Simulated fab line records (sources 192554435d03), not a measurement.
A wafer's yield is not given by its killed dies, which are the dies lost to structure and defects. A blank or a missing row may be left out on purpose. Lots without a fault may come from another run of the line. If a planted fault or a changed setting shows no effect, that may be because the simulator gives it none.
A struck lot beside a sound one + flow n5Finfet + 16 out of 1938 route steps
Sound: these wafers, L931.2, L931.3, L931.6. Struck: wafer L946.2 (left out: L946.3, L946.4 of the same lot, which were not struck); the cause appears at the end.
Per side, at each step with rows, come the tool, then ch with its chambers, and then its first start. Under that, the readings that differ: sound wafers + struck wafers + difference of the means + sigmas: that difference in standard deviations of wafers without a fault.
alike: words and numbers the same on both sides, and readings whose means are apart by under 2 such deviations; not compared: readings that were withheld, readings missing a value for some wafer, numbers with overlapping values and no deviation given by the record, and bounds like >300 which may hide the same value.
Wherever a step has rows on one side only, a row that says differs or no value, or a row with sigmas, the two part there. Non-overlapping numbers with no deviation appear without sigmas and do not part them. Lack of a reading on every wafer of one side parts them only where that side has two or more wafers.

N5_BEOL_M1_ETCH_41: etches SiCN in CH3F/O2, target depth 31.9 nm, time 57.8 s.
  sound: rieDiel-06 ch 1,2,3; struck: rieDiel-02 ch 3
  alike: drypumpMotorCurrentA, oesProductAu, rfVppV, showerheadPlenumPTorr, throttleValvePct
  not compared: rfHoursCounterH
N5_BEOL_M1_STRIP_97: strips in N2/H2, time 10 s.
  sound: rieDiel-06 ch 1,2,3; struck: rieDiel-02 ch 3
  alike: drypumpMotorCurrentA, oesProductAu, rfVppV, showerheadPlenumPTorr, throttleValvePct
  not compared: rfHoursCounterH
N5_BEOL_M1_OCD_MEAS_38:
  sound on ocd-01 at day 7 19:48; struck on ocd-01 at day 11 14:14
  alike: trenchDepthNm
then, 4 steps without rows for these wafers: N5_BEOL_M1_HM_STRIP_39 (strips TiN in peroxide tin strip, target depth 25 nm, time 158 s); N5_BEOL_M1_SRD_40 (time 30 s); N5_BEOL_M1_PRECLEAN_42 (cleans in residue remover, time 60 s); N5_BEOL_M1_SRD_43 (time 30 s).
N5_BEOL_M1_CD_MEAS_35: target cd 18 nm, target cd y 21 nm.
  sound on cdSem-03 at day 7 19:58; struck on cdSem-01 at day 11 14:23
| reading   | sound          | struck | difference | sigmas |
|-----------|----------------|--------|------------|--------|
| cdNm (nm) | 17.6 17.7 17.3 | 18.6   | +1.1       | +3     |
N5_BEOL_M1_DEGAS_44: time 60 s.
  sound on pvdSputter-03 at day 7 20:03; struck on pvdSputter-01 at day 11 14:50
  alike: heaterPowerW
N5_BEOL_M1_PRE_CLEAN_45: time 30 s.
  sound on pvdSputter-03 at day 7 20:05; struck on pvdSputter-01 at day 11 14:53
  alike: heaterPowerW
N5_BEOL_M1_ALD_84: deposits TaN, pulse time 2 s, purge time 3 s, co reactant purge time 2 s.
  sound on aldMetal-01 ch 0,2, day 7 20:12; struck on aldMetal-01 ch 1, day 11 14:56
  alike: heaterPowerW
next, for these wafers, 1 step has no rows: N5_BEOL_M1_SURFACE_TREAT_85.
N5_BEOL_M1_CVD_47: deposits Co from CCTBA/H2, target thk 3 nm, time 223.8 s.
  sound on cvdCo-01 ch 0,2, day 7 21:49; struck on cvdCo-01 ch 1, day 11 15:17
| reading        | sound             | struck | difference | sigmas      |
|----------------|-------------------|--------|------------|-------------|
| runLengthS (s) | 246.0 246.7 247.1 | 373.9  | +127.3     | +99 or more |
then, 1 step without rows for these wafers: N5_BEOL_M1_SPUTTER_48 (material Cu, target thk 4.5 nm, time 8.29 s).
N5_BEOL_M4_RC_MEAS_101:
  sound on prober-02 ch 0, day 9 20:14; struck on prober-02 ch 0, day 13 14:48
  alike: DIBL_N, DIBL_P, IOFF_N, IOFF_P, ION_N, ION_P, SS_N, SS_P, VT_N, VT_P
-- here the record skips 5 days between the struck wafers' starts before and after, leaving off in module BEOL_M4 and picking up in module PASSIVATION (first step shown: number 1936 of the route) --
N5_PASSIVATION_PROBE_49:
  sound on prober-01 at day 14 02:24; struck on prober-01 at day 18 03:24
| reading       | sound | struck | difference | sigmas |
|---------------|-------|--------|------------|--------|
| killedAtOther | 0 3 2 | 13     | +11        | +3     |
  alike: defectLimitedYield, killed_at_M0_to_M3, killed_at_M4_up, killedAtContacts, killedAtFrontEnd, killedDies, killedOpen, killedShort, sort_bin_5_function, sort_bin_6_memory, sortNPass, sortYieldPct

WHERE THEY PART
First at N5_BEOL_M1_CD_MEAS_35; last, within this record, at N5_PASSIVATION_PROBE_49.

WHY: what the simulator had put in
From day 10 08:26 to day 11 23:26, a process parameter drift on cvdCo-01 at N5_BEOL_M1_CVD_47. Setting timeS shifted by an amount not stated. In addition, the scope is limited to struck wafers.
